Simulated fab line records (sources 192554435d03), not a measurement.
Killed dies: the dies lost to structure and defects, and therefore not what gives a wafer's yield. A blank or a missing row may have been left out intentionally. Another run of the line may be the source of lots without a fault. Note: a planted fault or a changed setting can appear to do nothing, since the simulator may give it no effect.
Chamber matching	flow n5-finfet	4 sister chambers for N5_FIN_SAQP_HM_OPEN_33 on rie-diel-06
The step chemistry CH3F/O2, target SiNx, target depth 49.4 nm, time 70.6 s. 8 wafers are shown with their chamber, then 9 later ones without.

== EACH WAFER AND ITS CHAMBER ==
wafer	chamber	throttle-valve-pct (%)	oes_f_703_au (a.u.)
L084.4	2	16.19	0.83
L084.6	0	16.61	0.75
L086.2	3	16.47	0.87
L086.3	0	16.63	0.75
L086.5	1	16.37	0.74
L088.1	1	16.39	0.74
L088.3	2	16.21	0.82
L088.5	3	16.47	0.87

== WAFERS WITHOUT THEIR CHAMBER ==
wafer	throttle-valve-pct (%)	oes_f_703_au (a.u.)
L089.1	16.22	0.81
L089.5	16.47	0.86
L089.6	16.23	0.83
L094.1	16.67	0.72
L094.2	16.42	0.73
L094.3	16.25	0.80
L096.2	16.42	0.73
L096.4	16.66	0.73
L096.5	16.65	0.73

== WHICH CHAMBER EACH WENT THROUGH ==
wafer	from the rows above	in truth
L089.1	2	2
L089.5	3	3
L089.6	2	2
L094.1	0	0
L094.2	1	1
L094.3	2	2
L096.2	1	1
L096.4	0	0
L096.5	0	0
Correct placement for 9 of the 9. Left unplaced by these rows: 0. Number placed wrongly: 0.
How it was worked out, from the rows above alone: a wafer's distance from a chamber is the root of the sum, over the readings, of the square of ((its reading less the chamber's mean) divided by the reading's scatter). If the next closest chamber is less than 2 further off than the closest, the wafer can't be placed; otherwise it belongs to the closest. Each chamber's mean is taken over the wafers shown for it. The scatter: take each reading less its chamber's mean, square it, sum over the shown wafers, divide by the number of wafers less the number of chambers, and take the root.
